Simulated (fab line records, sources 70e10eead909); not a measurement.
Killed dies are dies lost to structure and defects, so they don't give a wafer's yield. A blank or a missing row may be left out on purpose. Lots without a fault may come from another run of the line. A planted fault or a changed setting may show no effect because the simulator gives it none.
Chamber matching | flow nand_harc | NHARC_A_BLC_ETCH_17 on rie_diel-13: 4 sister chambers
The step etches the open film in N2/H2, target depth 390 nm, time 609.38 s. 14 wafers are shown with their chamber, then 7 later ones without.

WAFERS WITH THEIR CHAMBER
wafer  | chamber | drypump_motor_current_A (A) | rf_vpp_V (V) | oes_product_au (a.u.)
L724.2 | 3       | 5.6                         | 430.9        | 1.005
L724.3 | 2       | 6.1                         | 433.1        | 0.984
L724.4 | 1       | 6.0                         | 427.5        | 0.998
L726.1 | 0       | 5.9                         | 435.1        | 1.007
L726.4 | 1       | 6.0                         | 427.5        | 1.003
L726.6 | 1       | 6.1                         | 425.4        | 1.008
L728.1 | 1       | 6.0                         | 428.2        | 0.988
L728.3 | 0       | 5.8                         | 433.9        | 1.002
L728.6 | 1       | 6.0                         | 426.0        | 0.992
L730.2 | 0       | 5.8                         | 434.1        | 1.004
L730.4 | 1       | 6.0                         | 426.7        | 0.991
L730.5 | 3       | 5.6                         | 431.6        | 1.006
L729.2 | 3       | 5.6                         | 432.6        | 0.990
L729.3 | 0       | 5.8                         | 434.6        | 0.995

SIGNATURES (means of the wafers above)
reading                 | chamber 0 | chamber 1 | chamber 2 | chamber 3 | scatter within a chamber
drypump_motor_current_A | 5.825     | 6.017     | 6.100     | 5.600     | 0.0398
rf_vpp_V                | 434.425   | 426.883   | 433.100   | 431.700   | 0.885
oes_product_au          | 1.00200   | 0.99667   | 0.98400   | 1.00033   | 0.00733
Rule: a wafer's distance from a chamber is the root of the sum, over the readings, of the square of ((its reading less the chamber's mean) divided by the reading's scatter). The wafer belongs to the nearest chamber; if the next one is less than 2 further off, it can't be placed. The scatter: the root of (the sum of the squares of (reading less its chamber's mean) over the shown wafers, divided by (wafers less chambers)).

WAFERS WITHOUT THEIR CHAMBER
wafer  | drypump_motor_current_A (A) | rf_vpp_V (V) | oes_product_au (a.u.)
L729.4 | 6.1                         | 432.5        | 0.992
L736.1 | 6.1                         | 433.1        | 0.993
L736.4 | 5.6                         | 430.6        | 0.987
L736.5 | 5.9                         | 434.4        | 1.017
L745.1 | 5.8                         | 432.7        | 1.015
L745.3 | 6.1                         | 433.5        | 1.000
L745.4 | 5.6                         | 431.4        | 1.002

WHICH CHAMBER EACH WENT THROUGH
wafer  | from the rows above | in truth
L729.4 | 2                   | 2
L736.1 | 2                   | 2
L736.4 | 3                   | 3
L736.5 | 0                   | 0
L745.1 | 0                   | 0
L745.3 | 2                   | 2
L745.4 | 3                   | 3
Placed correctly: 7 of 7. Can't be placed from these rows: 0. Placed wrongly: 0.
